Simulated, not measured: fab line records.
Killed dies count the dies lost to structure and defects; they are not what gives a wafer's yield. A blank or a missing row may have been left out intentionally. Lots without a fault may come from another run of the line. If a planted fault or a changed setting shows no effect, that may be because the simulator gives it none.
fab line records | flow nand_harc
[record] lots = 7 | wafers = 18 | last_day = 24
route steps=1159 shown A_STAIRCASE@537 END@1159
lots untouched by any fault: they come from a run of this same line in which no faults occurred
start_h: start of the lot's first displayed wafer, in hours after the record's first day | wait_h: how many hours have passed since the lot's step before this one | " the same as in the row above | L1.1+2: several wafers, shown together as one row | - no value present, or no start provided | * or withheld: withheld | < > ~ a bound
route shown NAME@n: NAME is a module with steps in the file, n the number in the route of the first one | usual: mean/standard deviation of fault-free wafers | same: alike in all rows | chamber/n: place in a boat | sites: the reading at each site | _std_site: how widely they spread, as a standard deviation | _edge_site: mean of outer sites minus mean of inner sites | radius_mm: how far each site lies from the wafer's centre | mask NAME#n: copy n | behind: the last tool/chamber to shape the wafer | hold: the reason the lot was held/the length of the hold in hours/how it ended | device: the n, p or np transistor that did not switch | end of line: the tests these same wafers got at the end of their route | step lacking rows: just its recipe | killed: count of dies lost to structure and defects at first sort (not the wafer's yield) | map: a wafer's dies, marking killed ones x, the rest . and places with no die _
set.NAME: the setting that was run; set.NAME@STEP: the one run at that earlier step | model.NAME: the simulator's own value behind a step, which no gauge read
certain route steps with their lots: each step a table, each wafer a row
services: the hour from which a tool's chamber was out of use, counted from the record's first day as start_h (under 0 if before that day), plus the number of hours and why
[[steps]]
[step NHARC_A_STAIRCASE_DEHYDRATE_01]
[recipe] temp_c = 150 | time_s = 120
[step NHARC_A_STAIRCASE_HMDS_02]
[recipe] time_s = 30
[step NHARC_A_STAIRCASE_COAT_03]
[recipe] spin_rpm = 1200
[step NHARC_A_STAIRCASE_SOFTBAKE_04]
[recipe] temp_c = 135 | time_s = 170
[step NHARC_A_STAIRCASE_EBR_05]
[step NHARC_A_STAIRCASE_EXPOSE_06]
[recipe] na = 0.5 | dose_mj = 25.43 | mask_id = STAIR
[step NHARC_A_STAIRCASE_PEB_07]
[recipe] peb_temp_c = 115 | peb_time_s = 130
[step NHARC_A_STAIRCASE_DEVELOP_08]
[recipe] time_s = 140
[step NHARC_A_STAIRCASE_HARDBAKE_10]
[recipe] temp_c = 120 | time_s = 140
[step NHARC_A_STAIRCASE_DESCUM_11]
[recipe] time_s = 3 | o2_flow_sccm = 200 | ar_flow_sccm = 0 | bias_power_w = 0 | chemistry = O2
[usual] drypump_motor_current_A = 5.7/0.37 | oes_product_au = 1.003/0.0073 | rf_vpp_V = 57.6/0.94 | showerhead_plenum_p_Torr = 1.89/0.09 | throttle_valve_pct = 11.311/0.0096
lot.wafer | tool        | chamber | start_h | wait_h | drypump_motor_current_A | oes_product_au | rf_hours_counter_h | rf_vpp_V | showerhead_plenum_p_Torr | throttle_valve_pct
L502.1    | rie_diel-02 | 1       | 250.11  | -      | 5.4                     | 1.008          | 30                 | 56.6     | 1.80                     | 11.320
L502.3    | "           | 2       | "       | "      | 5.8                     | 0.994          | 29                 | 57.5     | 1.82                     | 11.303
L502.5    | "           | 0       | "       | "      | 5.2                     | 0.999          | -                  | 57.8     | 1.95                     | 11.318
L505.2    | rie_diel-13 | 1       | 262.52  | -      | 6.3                     | 1.015          | 58                 | 56.2     | 1.82                     | 11.294
L505.1    | "           | 3       | "       | "      | 5.4                     | 0.995          | 61                 | 59.1     | 1.88                     | 11.296
L505.6    | "           | 2       | "       | "      | 5.6                     | 0.999          | -                  | 55.3     | 1.76                     | 11.315
L510.1    | rie_diel-13 | 3       | 311.36  | -      | 5.4                     | 0.991          | 9                  | 58.3     | 1.87                     | 11.315
L510.3    | "           | 0       | "       | "      | 5.5                     | 0.995          | 9                  | 56.7     | 1.90                     | 11.309
L511.4    | rie_diel-02 | 1       | 312.08  | -      | 5.4                     | 0.997          | 54                 | 57.4     | 1.79                     | 11.304
L511.6    | "           | 0       | "       | "      | 5.2                     | 0.996          | -                  | 58.5     | 1.94                     | 11.315
L511.5    | "           | 1       | "       | "      | 5.4                     | 0.991          | -                  | 57.8     | 1.79                     | 11.291
L512.3    | rie_diel-13 | 0       | 334.52  | -      | 5.5                     | 1.008          | 21                 | 57.1     | 1.90                     | 11.308
L512.5    | "           | 2       | "       | "      | 5.7                     | 1.017          | -                  | 59.1     | 2.07                     | 11.310
L514.3    | rie_diel-13 | 2       | 334.67  | -      | 5.7                     | 1.005          | 21                 | 58.4     | 2.07                     | 11.307
L514.5    | "           | 2       | "       | "      | 5.6                     | 1.006          | -                  | 58.8     | 2.07                     | 11.318
L517.1    | rie_diel-02 | 2       | 355.23  | -      | 5.8                     | 0.999          | 7                  | 55.4     | 1.81                     | 11.315
L517.3    | "           | 0       | "       | "      | 5.2                     | 0.996          | 5                  | 57.1     | 1.94                     | 11.309
L517.4    | "           | 1       | "       | "      | 5.4                     | 1.005          | 5                  | 56.0     | 1.79                     | 11.292
[step NHARC_A_STAIRCASE_TRIM_12]
[recipe] time_s = 211.2 | o2_flow_sccm = 500 | ar_flow_sccm = 0 | bias_w = 0 | chemistry = O2
[usual] drypump_motor_current_A = 5.7/0.35 | oes_product_au = 1.003/0.0076 | rf_vpp_V = 57.8/0.89 | showerhead_plenum_p_Torr = 3.49/0.16 | throttle_valve_pct = 17.035/0.0088
lot.wafer | tool        | chamber | start_h | wait_h | drypump_motor_current_A | oes_product_au | rf_hours_counter_h | rf_vpp_V | showerhead_plenum_p_Torr | throttle_valve_pct
L502.3    | rie_diel-02 | 2       | 250.22  | 0.1    | 5.8                     | 0.997          | 29                 | 57.1     | 3.37                     | 17.035
L502.1    | "           | 0       | "       | "      | 5.2                     | 0.992          | 30                 | 58.0     | 3.59                     | 17.031
L502.5    | "           | 1       | "       | "      | 5.4                     | 0.997          | -                  | 58.1     | 3.33                     | 17.026
L505.1    | rie_diel-13 | 2       | 262.62  | 0.1    | 5.6                     | 1.003          | 57                 | 59.3     | 3.27                     | 17.048
L505.2    | "           | 1       | "       | "      | 6.3                     | 1.005          | 58                 | 56.7     | 3.36                     | 17.032
L505.6    | "           | 2       | "       | "      | 5.6                     | 1.000          | -                  | 56.4     | 3.27                     | 17.032
L510.3    | rie_diel-13 | 0       | 311.44  | 0.1    | 5.5                     | 1.015          | 9                  | 57.8     | 3.51                     | 17.017
L510.1    | "           | 1       | "       | "      | 6.3                     | 1.012          | 11                 | 56.8     | 3.35                     | 17.047
L511.4    | rie_diel-02 | 0       | 312.18  | 0.1    | 5.2                     | 1.003          | 53                 | 57.5     | 3.58                     | 17.046
L511.5    | "           | 2       | "       | "      | 5.9                     | 0.993          | -                  | 58.1     | 3.36                     | 17.036
L511.6    | "           | 3       | "       | "      | 6.3                     | 0.990          | -                  | 58.4     | 3.71                     | 17.032
L512.3    | rie_diel-13 | 0       | 334.61  | 0.1    | 5.5                     | 1.009          | 21                 | 58.9     | 3.51                     | 17.021
L512.5    | "           | 3       | "       | "      | 5.4                     | 1.011          | -                  | 58.4     | 3.45                     | 17.037
L514.3    | rie_diel-13 | 2       | 334.79  | 0.1    | 5.6                     | 1.014          | 21                 | 58.1     | 3.80                     | 17.041
L514.5    | "           | 2       | "       | "      | 5.7                     | 1.013          | -                  | 58.3     | 3.80                     | 17.038
L517.4    | rie_diel-02 | 1       | 355.32  | 0.1    | 5.4                     | 1.007          | 5                  | 56.7     | 3.31                     | 17.034
L517.3    | "           | 2       | "       | "      | 5.9                     | 0.996          | 7                  | 57.2     | 3.35                     | 17.030
L517.1    | "           | 3       | "       | "      | 6.3                     | 1.005          | 6                  | 58.6     | 3.70                     | 17.044
[step NHARC_A_STAIRCASE_ETCH_13]
[recipe] target_depth_a = 1000 | time_s = 40.5 | ion_energy_ev = 400 | c4f8_flow_sccm = 20 | o2_flow_sccm = 10 | ar_flow_sccm = withheld | rf_w = 600 | bias_w = 1000 | chemistry = C4F8/O2
[usual] oes_product_au = 0.940/0.013 | rf_vpp_V = 895/5.5
lot.wafer | tool        | chamber | start_h | wait_h | oes_product_au | rf_hours_counter_h | rf_vpp_V
L502.1    | rie_diel-02 | 0       | 250.40  | -      | 0.929          | 30                 | 898
L502.3    | "           | 1       | "       | "      | 0.944          | 30                 | 889
L502.5    | "           | 1       | "       | "      | 0.940          | -                  | 888
L505.2    | rie_diel-13 | 1       | 262.79  | -      | 0.937          | 59                 | 891
L505.1    | "           | 2       | "       | "      | 0.935          | 57                 | 887
L505.6    | "           | 1       | "       | "      | 0.936          | -                  | 890
L510.1    | rie_diel-13 | 0       | 312.10  | -      | 1.109          | 9                  | 896
L510.3    | "           | 3       | "       | "      | 1.091          | 9                  | 894
L511.4    | rie_diel-02 | 1       | 312.31  | -      | 0.917          | 54                 | 887
L511.6    | "           | 0       | "       | "      | 0.922          | -                  | 897
L511.5    | "           | 1       | "       | "      | 0.922          | -                  | 887
L512.3    | rie_diel-13 | 2       | 334.77  | -      | 1.110          | 21                 | 906
L512.5    | "           | 1       | "       | "      | 0.933          | -                  | 890
L514.3    | rie_diel-13 | 1       | 335.02  | -      | 1.091          | 23                 | 890
L514.5    | "           | 1       | "       | "      | 0.939          | -                  | 888
L517.4    | rie_diel-02 | 1       | 355.47  | -      | 0.952          | 5                  | 889
L517.1    | "           | 2       | "       | "      | 0.933          | 7                  | 889
L517.3    | "           | 3       | "       | "      | 0.949          | 6                  | 901
[step NHARC_A_STAIRCASE_TRIM_14]
[recipe] time_s = 211.2 | o2_flow_sccm = 500 | ar_flow_sccm = 0 | bias_w = 0 | chemistry = O2
[usual] drypump_motor_current_A = 5.7/0.36 | oes_product_au = 1.005/0.0086 | rf_vpp_V = 57.8/0.83 | showerhead_plenum_p_Torr = 3.49/0.15 | throttle_valve_pct = 17.037/0.0098
lot.wafer | tool        | chamber | start_h | wait_h | drypump_motor_current_A | oes_product_au | rf_hours_counter_h | rf_vpp_V | showerhead_plenum_p_Torr | throttle_valve_pct
L502.1    | rie_diel-02 | 1       | -       | -      | 5.4                     | 1.007          | 30                 | 57.5     | 3.33                     | 17.045
L502.3    | "           | 2       | "       | "      | 5.9                     | 0.993          | 29                 | 57.7     | 3.37                     | 17.036
L502.5    | "           | 2       | "       | "      | 5.9                     | 0.991          | -                  | 56.8     | 3.37                     | 17.022
L505.2    | rie_diel-13 | 0       | -       | -      | 5.5                     | 0.999          | 62                 | 57.7     | 3.52                     | 17.031
L505.1    | "           | 2       | "       | "      | 5.6                     | 1.003          | 58                 | 56.7     | 3.27                     | 17.049
L505.6    | "           | 3       | "       | "      | 5.4                     | 0.999          | -                  | 57.6     | 3.47                     | 17.042
L510.3    | rie_diel-13 | 3       | -       | -      | 5.4                     | 1.004          | 9                  | 57.5     | 3.46                     | 17.039
L510.1    | "           | 0       | "       | "      | 5.5                     | 1.026          | 9                  | 59.3     | 3.51                     | 17.033
L511.4    | rie_diel-02 | 2       | -       | -      | 5.8                     | 0.997          | 54                 | 57.0     | 3.36                     | 17.034
L511.6    | "           | 1       | "       | "      | 5.4                     | 1.004          | -                  | 57.3     | 3.31                     | 17.046
L511.5    | "           | 2       | "       | "      | 5.8                     | 1.001          | -                  | 57.4     | 3.36                     | 17.033
L512.3    | rie_diel-13 | 1       | -       | -      | 6.3                     | 1.003          | 23                 | 58.6     | 3.35                     | 17.026
L512.5    | "           | 3       | "       | "      | 5.4                     | 1.004          | -                  | 58.0     | 3.45                     | 17.034
L514.3    | rie_diel-13 | 1       | -       | -      | 6.3                     | 1.014          | 23                 | 56.9     | 3.35                     | 17.020
L514.5    | "           | 0       | "       | "      | 5.5                     | 1.010          | -                  | 59.2     | 3.51                     | 17.033
L517.4    | rie_diel-02 | 3       | -       | -      | 6.3                     | 1.011          | 6                  | 58.5     | 3.70                     | 17.033
L517.3    | "           | 0       | "       | "      | 5.2                     | 1.010          | 5                  | 58.4     | 3.57                     | 17.045
L517.1    | "           | 1       | "       | "      | 5.4                     | 1.012          | 5                  | 57.6     | 3.31                     | 17.035
[step NHARC_END_SORT_01]
[recipe] temp_c = 25
[usual] killed_at_array = 26/8.6 | killed_at_other = 0.7/0.97 | killed_at_periphery = 3.2/2.2 | killed_dies = 30/8.9 | killed_open = 3.1/1.8 | killed_short = 2.2/1.8
[same] gross_dies = 677
lot.wafer | tool      | chamber | start_h | wait_h | killed_at_array | killed_at_other | killed_at_periphery | killed_dies | killed_open | killed_short
L511.4    | prober-01 | 0       | 514.62  | 3.4    | 27              | 1               | 2                   | 30          | 4           | 6
L511.5    | prober-01 | 0       | 515.43  | 3.7    | 24              | 0               | 2                   | 26          | 5           | 1
L511.6    | prober-01 | 0       | 516.24  | 4.1    | 38              | 1               | 6                   | 45          | 3           | 1
L510.1    | prober-02 | 0       | 519.86  | 2.4    | 665             | 1               | 2                   | 668         | 0           | 0
L510.3    | prober-02 | 0       | 521.49  | 3.1    | 666             | 2               | 1                   | 669         | 2           | 3
L512.3    | prober-02 | 0       | 534.32  | 3.1    | 672             | 0               | 3                   | 675         | 4           | 2
L514.3    | prober-01 | 0       | 542.09  | 3.1    | 615             | 0               | 3                   | 618         | 3           | 1
L517.1    | prober-02 | 0       | 563.81  | 2.5    | 28              | 0               | 1                   | 29          | 1           | 2
L517.3    | prober-02 | 0       | 565.41  | 3.1    | 29              | 1               | 2                   | 32          | 6           | 0
L517.4    | prober-02 | 0       | 566.22  | 3.4    | 20              | 0               | 1                   | 21          | 2           | 1
// killed by level:class
L511.4 A_SLIT:chamber_film_flake=13 A_STAIRCASE:chamber_film_flake=4 A_CONTACT:geometric_particle:open=2 P_GATE:geometric_particle:open=1 A_ONON_D1:geometric_particle:short=1 A_CHANNEL_FILL_D1:geometric_particle:short=1 A_CHANNEL_FILL_D1:geometric_particle:open=1 A_SGD_CUT:geometric_particle:short=1
L511.5 A_SLIT:chamber_film_flake=12 A_STAIRCASE:chamber_film_flake=5 A_CONTACT:geometric_particle:open=3 A_CHANNEL_HOLE_D1:chamber_film_flake=2 P_CONTACT:geometric_particle:open=1 P_CONTACT:geometric_particle:short=1 A_M1:geometric_particle:open=1 A_CONTACT:chamber_film_flake=1
L511.6 A_SLIT:chamber_film_flake=15 A_STAIRCASE:chamber_film_flake=10 A_CONTACT:chamber_film_flake=6 A_CHANNEL_HOLE_D1:chamber_film_flake=4 P_ZERO_WELL:chamber_film_flake=3 P_M1:chamber_film_flake=3 A_SGD_CUT:geometric_particle:short=1 A_WL_FILL:geometric_particle:open=1
L510.1 A_STAIRCASE:area_etch=640 A_CHANNEL_HOLE_D1:chamber_film_flake=17 A_CONTACT:chamber_film_flake=5 A_STAIRCASE:chamber_film_flake=3 P_GATE:chamber_film_flake=1 P_M1:chamber_film_flake=1 THIN_TSV:chamber_film_flake=1
L510.3 A_STAIRCASE:area_etch=635 A_CHANNEL_HOLE_D1:chamber_film_flake=22 A_STAIRCASE:chamber_film_flake=5 A_CHANNEL_HOLE_D1:geometric_particle:short=2 P_CONTACT:geometric_particle:open=1 A_CHANNEL_HOLE_D1:geometric_particle:open=1 STARTING-WAFER:geometric_particle:short=1 A_CONTACT:chamber_film_flake=1
L512.3 A_STAIRCASE:area_etch=639 A_SLIT:chamber_film_flake=17 A_CHANNEL_HOLE_D1:chamber_film_flake=8 A_CONTACT:chamber_film_flake=2 P_CONTACT:geometric_particle:short=1 A_STAIRCASE:geometric_particle:open=1 A_SGD_CUT:geometric_particle:short=1 A_SGD_CUT:geometric_particle:open=1
L514.3 A_STAIRCASE:area_etch=590 A_CHANNEL_HOLE_D1:chamber_film_flake=19 A_CONTACT:chamber_film_flake=4 P_ZERO_WELL:geometric_particle:open=1 P_GATE:geometric_particle:open=1 P_CONTACT:geometric_particle:open=1 A_WL_FILL:geometric_particle:short=1 A_STAIRCASE:chamber_film_flake=1
L517.1 A_CHANNEL_HOLE_D1:chamber_film_flake=11 A_CONTACT:chamber_film_flake=6 A_SLIT:chamber_film_flake=4 A_SGD_CUT:chamber_film_flake=3 A_WL_FILL:chamber_film_flake=2 P_M1:geometric_particle:short=1 A_ONON_D1:geometric_particle:open=1 A_M1:geometric_particle:short=1
L517.3 A_SGD_CUT:chamber_film_flake=8 A_CHANNEL_HOLE_D1:chamber_film_flake=7 A_CONTACT:chamber_film_flake=5 A_SLIT:chamber_film_flake=2 A_WL_FILL:chamber_film_flake=2 P_CONTACT:geometric_particle:open=1 P_M1:geometric_particle:open=1 A_ONON_D1:geometric_particle:open=1
L517.4 A_CHANNEL_HOLE_D1:chamber_film_flake=7 A_CONTACT:chamber_film_flake=5 A_SGD_CUT:chamber_film_flake=2 A_SLIT:chamber_film_flake=2 A_CHANNEL_HOLE_D1:geometric_particle:short=1 A_CHANNEL_FILL_D1:geometric_particle:open=1 A_M0:geometric_particle:open=1 P_STI:chamber_film_flake=1
// map L510.3 (x killed, . not)
____________x____________
_________xxxxxxx_________
_______xxxxxxxxxxx_______
______xxxxxxxxxxxxx______
_____xxxxxxxxxxxxxxx_____
____xxxxxxxxxxxxxxxxx____
____xxxxxxxxxxxxxxxxx____
___xxxxxxxxxxxxxxxxxxx___
___xxxxxxxxxxxxxxxxxxx___
__xxxxxxxxxxxxxxxxxxxxx__
__xxxxxxxxxxxxxxxxxxxxx__
_xxxxxxxxxxxxxxxxxxxxxxx_
_xxxxxxxxxxxxxxxxxxxxxxx_
_xxxxxxxxxxxxxxxxxxxxxxx_
_xxxxxxxxxxxxxxxxxxxxxxx_
_xxxxxxxxxxxxxxxxxxxxxxx_
xxxxxxxxxxxxx.xxxxxxxxxxx
xxxxxxxxxxxxxxxxxxxxxxxxx
xxxxxxxxxxxxx.xxxxxxxxxxx
xxxxxxxx.xxxxxxxxxxxxxxxx
xxxxxxxxx.xxxxxxxxxxxxxxx
_xxxxxxxx..xxxxxxxxxxxxx_
_xxxxxxxxxxxxxxxxxxxxxxx_
_xxxxxxxxxxxxx.xxxxxxxxx_
_xxxxxxxxxxxxxxxxxxxxxxx_
_xxxxxxxxxxxxxxxxxxxxxxx_
__xxxxxxxxxxxxxxxxxxxxx__
__xxxxxxxxxxxx.xxxxxxxx__
___xxxxxxxxxxxxxxxxxxx___
___xxxxxxxxxxxxxxxxxxx___
____xxxxxxxxxxxxxxxxx____
____xxxxxxxxxxxxxxxxx____
_____xxxxxxxxxxxxxxx_____
______xxxxxxxxxxxxx______
_______xxxxxxxxxxx_______
_________xxxxxxx_________
____________x____________
// map L512.3 (x killed, . not)
____________x____________
_________xxxxxxx_________
_______xxxxxxxxxxx_______
______xxxxxxxxxxxxx______
_____xxxxxxxxxxxxxxx_____
____xxxxxxxxxxxxxxxxx____
____xxxxxxxxxxxxxxxxx____
___xxxxxxxxxxxxxxxxxxx___
___xxxxxxxxxxxxxxxxxxx___
__xxxxxxxxxxxxxxxxxxxxx__
__xxxxxxxxxxxxxxxxxxxxx__
_x.xxxxxxxxxxxxxxxxxxxxx_
_xxxxxxxxxxxxxxxxxxxxxxx_
_xxxxxxxxxxxxxxxxxxxxxxx_
_xxxxxxxxxxxxxxxxxxxxxxx_
_xxxxxxxxxxxxxxxxxxxxxxx_
xxxxxxxxxxxxxxxxxxxxxxxxx
xxxxxxxxxxxxxxxxxxxxxxxxx
xxxxxxxxxxxxxxxxxxxxxxxxx
xxxxxxxxxxxxxxxxxxxxxxxxx
xxxxxxxxxxxxxxxxxxxxxxxxx
_xxxxxxxxxxxxxxxxxxxxxxx_
_xxxxxxxxxxxxxxxxxxxxxxx_
_xxxxxxxxxxxxxxxxxxxxxxx_
_xxxxxxxxxxxxxxxxxxxxxxx_
_.xxxxxxxxxxxxxxxxxxxxxx_
__xxxxxxxxxxxxxxxxxxxxx__
__xxxxxxxxxxxxxxxxxxxxx__
___xxxxxxxxxxxxxxxxxxx___
___xxxxxxxxxxxxxxxxxxx___
____xxxxxxxxxxxxxxxxx____
____xxxxxxxxxxxxxxxxx____
_____xxxxxxxxxxxxxxx_____
______xxxxxxxxxxxxx______
_______xxxxxxxxxxx_______
_________xxxxxxx_________
____________x____________
[[services]]
tool        | chamber | start_h | hours | kind
rie_diel-13 | -       | 230.64  | 1.0   | repair
rie_diel-13 | 0       | 232.16  | -     | clean
rie_diel-13 | 1       | 232.16  | -     | clean
rie_diel-13 | 2       | 232.16  | -     | clean
rie_diel-13 | 3       | 232.16  | -     | clean
rie_diel-02 | 0       | 233.65  | -     | clean
rie_diel-02 | 1       | 233.65  | -     | clean
rie_diel-02 | 2       | 233.65  | -     | clean
rie_diel-02 | 3       | 233.65  | -     | clean
rie_diel-02 | 3       | 242.74  | 16.8  | repair
rie_diel-13 | 3       | 247.91  | 3.9   | repair
rie_diel-13 | 0       | 256.66  | -     | clean
rie_diel-13 | 1       | 256.66  | -     | clean
rie_diel-13 | 2       | 256.66  | -     | clean
rie_diel-13 | 3       | 256.66  | -     | clean
rie_diel-02 | 0       | 258.17  | -     | clean
rie_diel-02 | 1       | 258.17  | -     | clean
rie_diel-02 | 2       | 258.17  | -     | clean
rie_diel-13 | -       | 276.04  | 9.0   | pm
rie_diel-13 | 0       | 276.04  | 9.0   | vent_cycle
rie_diel-13 | 1       | 276.04  | 9.0   | vent_cycle
rie_diel-13 | 0       | 298.36  | 4.0   | repair
rie_diel-02 | -       | 328.15  | 9.0   | pm
rie_diel-13 | -       | 346.60  | 0.4   | repair
[[key]]
[first_sign] step = NHARC_A_STAIRCASE_ETCH_13 | reading = oes_product_au | direction = up | sigmas = 12 | usual = 0.940 | struck = 1.100
[effect] step = NHARC_END_SORT_01 | reading = killed_at_array | direction = up | sigmas = 73 | usual = 26 | struck = 654
[more_kills_born_at] NHARC_A_STAIRCASE_ETCH_13@rie_diel-13 = 2504
met_at NHARC_A_STAIRCASE_ETCH_13
struck_wafers L510.1,L510.3,L512.3,L514.3
later_rows_left_out L510.1,L510.3,L512.3,L514.3
tester_left_out L510,L512,L514
onset_between 262.79 312.10
[fault] kind = process_parameter_drift | tool = rie_diel-13 | chamber = - | onset_h = 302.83 | steps = NHARC_A_STAIRCASE_ETCH_13 | channel = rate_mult | offset = 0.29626 | shape = step | end_h = 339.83 | scope = struck_wafers_only
// tester_left_out: of these lots the tester's yield and bins aren't shown, on N5 and GAA mostly nor the transistor test; their killed dies are dies lost to structure and defects alone, not to doping, threshold or leakage, so they don't give the yield
// later_rows_left_out: the simulator's readings of these wafers behind a module that went badly wrong aren't trusted and aren't shown, but for the sort
